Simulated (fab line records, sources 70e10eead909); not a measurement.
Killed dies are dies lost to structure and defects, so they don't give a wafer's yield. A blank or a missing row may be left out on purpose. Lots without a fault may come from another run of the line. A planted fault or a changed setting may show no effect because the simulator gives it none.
fab line records | flow nand_harc
record lots=13 wafers=39 last_day=31
route steps=1302 shown P_CONTACT@236 P_M0@261
lots that met no fault: from a run of the same line without faults
start_h: hours from the record's first day to the start of the lot's first wafer shown | wait_h: hours since the lot's step before | " the same as in the row above | L1.1+2: a row that stands for several wafers | - no value, or no start given | * or withheld: withheld | < > ~ a bound
route shown NAME@n: a module of which the file shows steps, and the number in the route of the first | usual: mean/standard deviation of fault-free wafers | same: alike in all rows | chamber/n: place in a boat | sites: the reading at each site | _std_site: their standard deviation | _edge_site: outer sites' mean less inner sites' | radius_mm: how far each site lies from the wafer's centre | mask NAME#n: copy n | behind: the tool/chamber that last shaped the wafer | hold: why the lot was held/for how many hours/how that ended | device: the transistor (n, p or np) that didn't switch | end of line: the same wafers' tests at the end of the route | a step without rows: its recipe alone | killed: dies lost to structure and defects at the first sort, not the wafer's yield | map: a wafer's dies, x killed, . not, _ none there
set.NAME: the setting as run; set.NAME@STEP: as run at that earlier step | model.NAME: the simulator's own value behind a step, which no gauge read
steps of the route over a sample of lots; a table a step, a row a wafer
services: from which hour (start_h, from the record's first day; less than 0 if before it) a tool's chamber was out of use, for how many hours, and why
## steps
# step NHARC_P_CONTACT_ETCH_35
# recipe target_depth_a=390 over_etch_frac=0.3 time_s=65 ion_energy_ev=80 cf4_flow_sccm=150 ar_flow_sccm=0 rf_w=300 bias_w=100 chemistry=CF4
# usual drypump_motor_current_A=5.7/0.34 oes_product_au=1.001/0.0076 rf_vpp_V=151.2/1.1 showerhead_plenum_p_Torr=1.76/0.068 throttle_valve_pct=13.284/0.0088
# columns lot.wafer tool chamber start_h wait_h drypump_motor_current_A oes_product_au rf_hours_counter_h rf_vpp_V showerhead_plenum_p_Torr throttle_valve_pct
L319.3 rie_diel-01 1 115.51 0.1 5.0 0.999 1.8 152.4 1.74 13.285
L319.2 " 3 " " 6.1 0.991 1.7 150.2 1.85 13.277
L319.6 " 1 " " 5.0 0.996 - 151.1 1.74 13.291
L320.4 rie_diel-10 3 128.17 0.1 5.9 0.999 4.0 151.5 1.70 13.289
L320.5 " 1 " " 5.8 1.008 - 152.6 1.77 13.285
L320.6 " 2 " " 5.7 1.009 - 151.2 1.80 13.271
L322.4 rie_diel-10 0 149.29 0.1 5.3 1.008 5.3 149.5 1.67 13.275
L322.2 " 1 " " 5.7 0.996 4.7 152.3 1.77 13.279
L322.5 " 1 " " 5.7 1.011 - 150.8 1.77 13.288
L323.1 rie_diel-03 3 161.32 0.1 5.5 1.001 1.1 151.5 1.82 13.293
L323.3 " 0 " " 5.6 1.015 0.8 150.3 1.67 13.289
L323.6 " 2 " " 6.0 1.003 - 150.9 1.85 13.295
L324.4 rie_diel-03 0 168.36 0.1 5.7 1.005 1.1 150.3 1.67 13.294
L324.1 " 2 " " 6.0 1.002 1.5 151.4 1.85 13.276
L324.5 " 1 " " 6.1 1.005 - 149.3 1.71 13.287
L325.4 rie_diel-01 1 181.46 0.1 5.0 0.997 3.5 151.2 1.74 13.295
L325.1 " 3 " " 6.1 1.001 3.1 153.0 1.85 13.294
L325.2 " 0 " " 5.3 1.003 2.9 152.5 1.82 13.284
L326.3 rie_diel-03 0 194.43 0.1 5.7 1.010 1.7 149.9 1.67 13.285
L326.4 " 1 " " 6.1 0.997 1.9 150.0 1.71 13.292
L326.2 " 2 " " 6.0 0.994 2.0 151.9 1.85 13.275
L327.3 rie_diel-03 1 202.16 0.1 6.1 0.994 2.4 151.1 1.71 13.279
L327.1 " 0 " " 5.7 0.990 2.1 150.7 1.67 13.270
L327.5 " 2 " " 6.0 0.997 - 151.3 1.85 13.285
L328.3 rie_diel-10 0 212.52 0.1 5.3 0.997 9.4 150.0 1.67 13.293
L328.5 " 1 " " 5.7 1.000 - 151.2 1.77 13.285
L328.6 " 2 " " 5.7 0.997 - 152.1 1.80 13.298
L329.2 rie_diel-10 0 228.79 0.1 5.3 1.003 10.7 150.8 1.67 13.292
L329.3 " 3 " " 5.9 0.998 9.4 149.8 1.70 13.269
L329.6 " 1 " " 5.8 0.992 - 152.5 1.77 13.299
L330.4 rie_diel-10 0 230.24 0.1 5.3 1.009 11.1 149.4 1.67 13.286
L330.2 " 2 " " 5.7 0.986 10.4 152.6 1.80 13.287
L330.5 " 3 " " 5.9 0.991 - 151.2 1.70 13.288
L331.3 rie_diel-01 0 243.57 0.1 5.3 1.010 0.3 151.4 1.82 13.284
L331.6 " 0 " " 5.3 1.004 - 153.2 1.82 13.296
L331.5 " 1 " " 5.0 1.001 - 151.4 1.74 13.300
L339.2 rie_diel-01 2 315.12 0.1 5.7 0.992 2.6 151.7 1.70 13.279
L339.3 " 3 " " 6.1 0.999 2.5 154.0 1.85 13.281
L339.1 " 1 " " 5.0 0.990 2.1 151.1 1.74 13.286
# step NHARC_P_CONTACT_ETCH_36
# recipe target_depth_a=2600 over_etch_frac=0.25 time_s=406.25 ion_energy_ev=200 n2_flow_sccm=150 h2_flow_sccm=150 ar_flow_sccm=0 rf_w=400 bias_w=150 chemistry=N2/H2
# usual drypump_motor_current_A=5.7/0.34 oes_product_au=1.001/0.0075 rf_vpp_V=430.2/2.4 showerhead_plenum_p_Torr=2.03/0.086 throttle_valve_pct=14.171/0.0086
# columns lot.wafer tool chamber start_h wait_h drypump_motor_current_A oes_product_au rf_hours_counter_h rf_vpp_V showerhead_plenum_p_Torr throttle_valve_pct
L319.3 rie_diel-01 1 - - 5.0 1.004 1.9 429.6 2.01 14.170
L319.2 " 2 " " 5.7 0.995 1.9 428.2 1.95 14.164
L319.6 " 1 " " 5.0 0.998 - 429.5 2.01 14.161
L320.4 rie_diel-10 3 - - 6.0 1.013 4.1 428.1 1.96 14.168
L320.5 " 1 " " 5.7 1.015 - 431.2 2.04 14.187
L320.6 " 2 " " 5.7 1.005 - 430.9 2.08 14.168
L322.2 rie_diel-10 2 - - 5.7 0.998 4.5 431.8 2.08 14.167
L322.4 " 3 " " 6.0 1.004 5.2 427.2 1.96 14.143
L322.5 " 2 " " 5.7 1.005 - 432.1 2.08 14.174
L323.1 rie_diel-03 1 - - 6.1 1.000 1.0 428.2 1.96 14.164
L323.3 " 0 " " 5.7 0.998 0.9 427.8 1.91 14.174
L323.6 " 2 " " 6.1 1.000 - 433.5 2.15 14.164
L324.1 rie_diel-03 1 - - 6.2 0.994 1.4 427.9 1.96 14.172
L324.4 " 0 " " 5.6 1.007 1.2 428.5 1.91 14.173
L324.5 " 2 " " 6.0 1.005 - 433.9 2.15 14.178
L325.4 rie_diel-01 1 - - 5.0 0.983 3.5 429.6 2.01 14.154
L325.1 " 2 " " 5.7 0.986 3.4 428.4 1.95 14.178
L325.2 " 3 " " 6.1 0.993 3.1 433.7 2.15 14.171
L326.4 rie_diel-03 1 - - 6.1 0.994 2.0 429.1 1.96 14.179
L326.2 " 3 " " 5.5 0.997 2.0 432.1 2.11 14.175
L326.3 " 0 " " 5.7 1.002 1.8 426.1 1.91 14.176
L327.1 rie_diel-03 1 - - 6.1 0.979 2.5 429.9 1.96 14.192
L327.3 " 2 " " 6.0 0.991 2.5 431.1 2.15 14.180
L327.5 " 2 " " 6.1 1.001 - 434.0 2.15 14.170
L328.3 rie_diel-10 0 - - 5.3 1.000 9.5 427.3 1.92 14.164
L328.5 " 2 " " 5.7 1.001 - 431.7 2.08 14.177
L328.6 " 1 " " 5.7 0.997 - 430.7 2.04 14.168
L329.3 rie_diel-10 0 - - 5.3 1.003 10.8 427.3 1.92 14.173
L329.2 " 1 " " 5.7 0.994 10.2 431.2 2.04 14.177
L329.6 " 0 " " 5.3 1.000 - 427.3 1.92 14.175
L330.2 rie_diel-10 2 - - 5.7 1.008 10.4 432.4 2.08 14.168
L330.4 " 3 " " 5.9 1.016 9.8 429.2 1.95 14.157
L330.5 " 1 " " 5.7 1.005 - 429.7 2.04 14.161
L331.3 rie_diel-01 1 - - 5.0 0.996 0.3 429.7 2.01 14.172
L331.6 " 1 " " 5.0 0.998 - 429.1 2.01 14.181
L331.5 " 2 " " 5.7 0.993 - 428.1 1.95 14.174
L339.3 rie_diel-01 3 - - 6.1 1.000 2.6 432.4 2.15 14.170
L339.1 " 0 " " 5.3 1.002 2.1 431.4 2.11 14.170
L339.2 " 2 " " 5.7 0.994 2.7 427.0 1.95 14.181
# step NHARC_P_M0_PEB_07
# recipe peb_temp_c=100 peb_time_s=65
# usual heater_power_total_W=156.6/0.42
# columns lot.wafer tool chamber start_h wait_h heater_power_total_W
L319.2 litho_track-04 0 119.33 0.1 156.2
L319.3 " 0 " " 156.7
L319.6 " 0 " " 157.2
L320.4 litho_track-06 0 132.06 0.0 156.6
L320.5 " 0 " " 157.1
L320.6 " 0 " " 156.7
L322.2 litho_track-01 0 153.11 0.1 156.0
L322.4 " 0 " " 157.2
L322.5 " 0 " " 157.1
L323.1 litho_track-04 0 165.42 0.1 156.1
L323.3 " 0 " " 156.2
L323.6 " 0 " " 155.9
L324.1 litho_track-04 0 172.10 0.1 156.6
L324.4 " 0 " " 156.9
L324.5 " 0 " " 156.6
L325.1 litho_track-04 0 185.15 0.1 157.1
L325.2 " 0 " " 156.2
L325.4 " 0 " " 156.8
L326.2 litho_track-04 0 198.24 0.1 157.2
L326.3 " 0 " " 156.2
L326.4 " 0 " " 156.8
L327.1 litho_track-01 0 206.05 0.1 156.4
L327.3 " 0 " " 156.7
L327.5 " 0 " " 155.9
L328.3 litho_track-04 0 216.48 0.0 156.0
L328.5 " 0 " " 156.2
L328.6 " 0 " " 157.1
L329.2 litho_track-04 0 232.88 0.1 157.2
L329.3 " 0 " " 157.2
L329.6 " 0 " " 157.1
L330.2 litho_track-06 0 234.05 0.1 156.8
L330.4 " 0 " " 157.0
L330.5 " 0 " " 156.0
L331.3 litho_track-01 0 247.27 0.0 157.1
L331.5 " 0 " " 156.6
L331.6 " 0 " " 156.6
L339.1 litho_track-01 0 319.74 0.1 184.4
L339.2 " 0 " " 156.7
L339.3 " 0 " " 156.1
# step NHARC_P_M0_CD_MEAS_09
# recipe target_cd_nm=90 landing_energy_ev=500
# usual cd_nm=90.0/0.64
# columns lot.wafer tool chamber start_h wait_h cd_nm
L319.2 cd_sem-01 0 119.41 - 89.6
L319.3 " 0 " " 89.1
L319.6 " 0 " " 89.9
L320.4 cd_sem-01 0 132.14 - 90.7
L320.5 " 0 " " 91.1
L320.6 " 0 " " 90.7
L322.2 cd_sem-03 0 153.19 - 89.5
L322.4 " 0 " " 89.7
L322.5 " 0 " " 89.0
L323.1 cd_sem-01 0 165.50 - 90.3
L323.3 " 0 " " 90.7
L323.6 " 0 " " 91.3
L324.1 cd_sem-02 0 172.18 - 91.5
L324.4 " 0 " " 91.7
L324.5 " 0 " " 91.3
L325.1 cd_sem-03 0 185.23 - 90.9
L325.2 " 0 " " 90.7
L325.4 " 0 " " 91.1
L326.2 cd_sem-03 0 198.32 - 89.6
L326.3 " 0 " " 90.3
L326.4 " 0 " " 90.1
L327.1 cd_sem-02 0 206.13 - 91.1
L327.3 " 0 " " 91.0
L327.5 " 0 " " 90.4
L328.3 cd_sem-03 0 216.56 - 89.9
L328.5 " 0 " " 89.8
L328.6 " 0 " " 90.0
L329.2 cd_sem-01 0 232.97 - 90.6
L329.3 " 0 " " 91.0
L329.6 " 0 " " 90.4
L330.2 cd_sem-03 0 234.13 - 89.2
L330.4 " 0 " " 89.1
L330.5 " 0 " " 88.8
L331.3 cd_sem-03 0 247.35 - 90.2
L331.5 " 0 " " 90.0
L331.6 " 0 " " 89.9
L339.1 cd_sem-02 0 319.82 - 78.8
L339.2 " 0 " " 90.7
L339.3 " 0 " " 90.2
# step NHARC_P_M0_INSPECT_11
# usual raw_defect_count=3.9/2.7
# columns lot.wafer tool chamber start_h wait_h raw_defect_count
L319.2 defect_inspect-02 - 119.54 0.0 2
L319.3 " - " " 3
L319.6 " - " " 8
L320.4 defect_inspect-01 - 132.26 0.0 5
L320.5 " - " " 2
L320.6 " - " " 1
L322.2 defect_inspect-02 - 153.31 0.0 5
L322.4 " - " " 6
L322.5 " - " " 7
L323.1 defect_inspect-02 - 165.62 0.0 12
L323.3 " - " " 10
L323.6 " - " " 15
L324.1 defect_inspect-01 - 172.31 0.0 6
L324.4 " - " " 5
L324.5 " - " " 7
L325.1 defect_inspect-01 - 185.35 0.0 3
L325.2 " - " " 1
L325.4 " - " " 0
L326.2 defect_inspect-02 - 198.44 0.0 7
L326.3 " - " " 4
L326.4 " - " " 9
L327.1 defect_inspect-01 - 206.25 0.0 4
L327.3 " - " " 3
L327.5 " - " " 3
L328.3 defect_inspect-01 - 216.68 0.0 7
L328.5 " - " " 3
L328.6 " - " " 3
L329.2 defect_inspect-02 - 233.09 0.0 2
L329.3 " - " " 5
L329.6 " - " " 3
L330.2 defect_inspect-02 - 234.25 0.0 2
L330.4 " - " " 3
L330.5 " - " " 2
L331.3 defect_inspect-01 - 247.47 0.0 2
L331.5 " - " " 1
L331.6 " - " " 2
L339.1 defect_inspect-02 - 319.94 0.0 3
L339.2 " - " " 5
L339.3 " - " " 5
# step NHARC_P_M0_CD_MEAS_16
# usual cd_nm=90.0/0.75
# columns lot.wafer tool chamber start_h wait_h cd_nm
L319.2 cd_sem-02 - 119.91 - 90.0
L319.3 " - " " 89.5
L319.6 " - " " 88.9
L320.4 cd_sem-01 - 132.67 - 91.2
L320.5 " - " " 90.8
L320.6 " - " " 90.5
L322.2 cd_sem-02 - 153.75 - 89.5
L322.4 " - " " 90.1
L322.5 " - " " 89.1
L323.1 cd_sem-02 - 165.99 - 90.6
L323.3 " - " " 90.9
L323.6 " - " " 91.0
L324.1 cd_sem-03 - 172.67 - 92.1
L324.4 " - " " 92.1
L324.5 " - " " 91.3
L325.1 cd_sem-03 - 186.02 - 91.0
L325.2 " - " " 90.7
L325.4 " - " " 90.6
L326.2 cd_sem-03 - 198.80 - 89.8
L326.3 " - " " 90.2
L326.4 " - " " 90.8
L327.1 cd_sem-02 - 206.61 - 91.1
L327.3 " - " " 90.8
L327.5 " - " " 90.1
L328.3 cd_sem-03 - 217.04 - 89.4
L328.5 " - " " 90.1
L328.6 " - " " 90.6
L329.2 cd_sem-02 - 233.53 - 89.8
L329.3 " - " " 91.2
L329.6 " - " " 90.2
L330.2 cd_sem-02 - 234.66 - 89.2
L330.4 " - " " 89.2
L330.5 " - " " 89.3
L331.3 cd_sem-02 - 248.59 - 91.1
L331.5 " - " " 89.7
L331.6 " - " " 90.2
L339.1 cd_sem-01 - 320.35 - 78.5
L339.2 " - " " 91.1
L339.3 " - " " 90.4
## services
# columns tool chamber start_h hours kind
rie_diel-10 0 99.20 - clean
rie_diel-10 1 99.20 - clean
rie_diel-10 2 99.20 - clean
rie_diel-10 3 99.20 - clean
rie_diel-03 - 104.30 9.0 pm
rie_diel-10 0 123.70 - clean
rie_diel-10 1 123.70 - clean
rie_diel-10 2 123.70 - clean
rie_diel-10 3 123.70 - clean
rie_diel-01 0 151.75 4.1 repair
litho_track-01 - 155.00 7.0 pm
rie_diel-01 3 157.00 7.2 repair
rie_diel-01 0 158.70 7.7 repair
litho_track-06 - 179.00 7.0 pm
litho_track-04 - 203.00 7.0 pm
rie_diel-03 3 203.77 3.9 repair
rie_diel-01 - 203.80 9.0 pm
rie_diel-10 3 212.20 15.4 repair
rie_diel-03 1 214.65 5.4 repair
rie_diel-01 1 226.27 7.9 repair
rie_diel-01 0 235.78 1.4 repair
rie_diel-10 - 242.70 9.0 pm
rie_diel-10 1 251.77 5.9 repair
rie_diel-03 - 281.30 9.0 pm
## key
first_sign step=NHARC_P_M0_PEB_07 reading=heater_power_total_W direction=up sigmas=65 usual=* struck=*
effect step=NHARC_P_M0_CD_MEAS_09 reading=cd_nm direction=down sigmas=17 usual=90.0 struck=78.8
effect step=NHARC_P_M0_CD_MEAS_16 reading=cd_nm direction=down sigmas=15 usual=90.0 struck=78.5
met_at NHARC_P_M0_PEB_07
struck_lots L339
struck_wafers L339.1
sort_left_out L339.1
not_acting_at NHARC_P_CONTACT_ETCH_35,NHARC_P_CONTACT_ETCH_36,NHARC_P_M0_INSPECT_11
onset_between 247.27 319.74
fault kind=process_parameter_drift tool=litho_track-01 chamber=- onset_h=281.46 steps=NHARC_P_M0_PEB_07 channel=peb_time_s offset=* shape=step end_h=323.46 scope=struck_wafers_only acts_in=* stated=*
# sort_left_out: the simulated sort isn't trusted on such a fault, so these wafers' sort isn't shown, and their yield isn't known
